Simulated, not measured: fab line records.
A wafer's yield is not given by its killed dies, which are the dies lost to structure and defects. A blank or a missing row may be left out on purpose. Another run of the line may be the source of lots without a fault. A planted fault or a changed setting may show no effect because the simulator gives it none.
Chamber matching | flow n5Finfet | 3 sister chambers for N5_BEOL_M9_ILD_DEP_00 on pecvd-04
The step deposits SiCOH lowk from DEMS/porogen, target thk 308.51 nm, time 58 s. 6 wafers are shown with their chamber, then 12 later ones without.

== WAFERS, EACH WITH ITS CHAMBER ==
wafer  | chamber | throttleValvePct (%) | showerheadPlenumPTorr (Torr)
L087.3 | 2       | 14.1                 | 5.761
L089.4 | 1       | 15.1                 | 5.734
L089.6 | 0       | 14.5                 | 5.743
L091.3 | 1       | 14.7                 | 5.722
L091.4 | 0       | 14.1                 | 5.737
L091.6 | 2       | 14.2                 | 5.758

== WAFERS WITH NO CHAMBER GIVEN ==
wafer  | throttleValvePct (%) | showerheadPlenumPTorr (Torr)
L093.1 | 15.0                 | 5.725
L093.4 | 14.9                 | 5.734
L093.6 | 14.0                 | 5.740
L092.1 | 13.8                 | 5.763
L092.3 | 14.0                 | 5.735
L092.6 | 15.1                 | 5.714
L095.2 | 14.2                 | 5.745
L095.3 | 14.1                 | 5.782
L095.6 | 15.2                 | 5.729
L096.1 | 15.2                 | 5.703
L096.3 | 14.1                 | 5.756
L096.5 | 14.6                 | 5.743

== WHICH CHAMBER EACH WENT THROUGH ==
wafer  | from the rows above     | in truth
L093.1 | 1                       | 1
L093.4 | can't be placed: 1 or 0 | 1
L093.6 | 0                       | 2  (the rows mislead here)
L092.1 | 2                       | 2
L092.3 | 0                       | 0
L092.6 | 1                       | 1
L095.2 | can't be placed: 0 or 2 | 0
L095.3 | 2                       | 2
L095.6 | 1                       | 1
L096.1 | 1                       | 1
L096.3 | 2                       | 2
L096.5 | can't be placed: 0 or 1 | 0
8 of 12 placed correctly. Unplaceable from these rows: 3, with the true chamber sitting among the candidates in 3. Wrongly placed: 1.
How it was worked out, from the rows above alone: a wafer's distance from a chamber is the root of the sum, over the readings, of the square of ((its reading less the chamber's mean) divided by the reading's scatter). If the next closest chamber is less than 2 further off than the closest, the wafer can't be placed; otherwise it belongs to the closest. The mean given for a chamber averages the wafers shown for that chamber. The scatter: take each reading less its chamber's mean, square it, sum over the shown wafers, divide by the number of wafers less the number of chambers, and take the root.
